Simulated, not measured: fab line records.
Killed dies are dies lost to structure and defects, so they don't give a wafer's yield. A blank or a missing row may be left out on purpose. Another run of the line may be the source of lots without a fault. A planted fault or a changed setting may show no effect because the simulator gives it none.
Matching of chambers :: flow n5-finfet :: N5_GATE_CUT_HM_DEP_46 on pecvd-02: 3 sister chambers
The step deposits SiO2 from TEOS/O2, target thk 130 nm, time 26.6 s. 3 wafers are shown with their chamber, then 7 later ones without.

== WAFERS PAIRED WITH THEIR CHAMBERS ==
wafer: L089.5
chamber: 1
throttle-valve-pct (%): 19.9

wafer: L093.2
chamber: 0
throttle-valve-pct (%): 17.8

wafer: L093.3
chamber: 2
throttle-valve-pct (%): 18.4

== WAFERS WITH NO CHAMBER GIVEN ==
wafer: L093.6
throttle-valve-pct (%): 17.8

wafer: L095.2
throttle-valve-pct (%): 18.2

wafer: L095.4
throttle-valve-pct (%): 18.2

wafer: L095.5
throttle-valve-pct (%): 19.7

wafer: L097.3
throttle-valve-pct (%): 18.1

wafer: L097.4
throttle-valve-pct (%): 17.7

wafer: L097.6
throttle-valve-pct (%): 18.3

== THE CHAMBER EACH PASSED THROUGH ==
wafer: L093.6
from the rows above: 0
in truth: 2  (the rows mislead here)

wafer: L095.2
from the rows above: can't be placed: 2 or 0
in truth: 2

wafer: L095.4
from the rows above: can't be placed: 2 or 0
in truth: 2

wafer: L095.5
from the rows above: 1
in truth: 1

wafer: L097.3
from the rows above: can't be placed: 2 or 0
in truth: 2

wafer: L097.4
from the rows above: 0
in truth: 0

wafer: L097.6
from the rows above: 2
in truth: 2
3 of 7 placed correctly. From these rows, 3 cannot be placed; in 3 the true chamber is one of the candidates. 1 placed wrongly.
How it was worked out, from the rows above alone: a wafer's distance from a chamber is the root of the sum, over the readings, of the square of ((its reading less the chamber's mean) divided by the reading's scatter). If the next closest chamber is less than 2 further off than the closest, the wafer can't be placed; otherwise it belongs to the closest. Each chamber's mean is taken over the wafers shown for it. The scatter: root of mean squared gap, hidden wafer to nearest shown wafer, with one shown wafer a chamber.
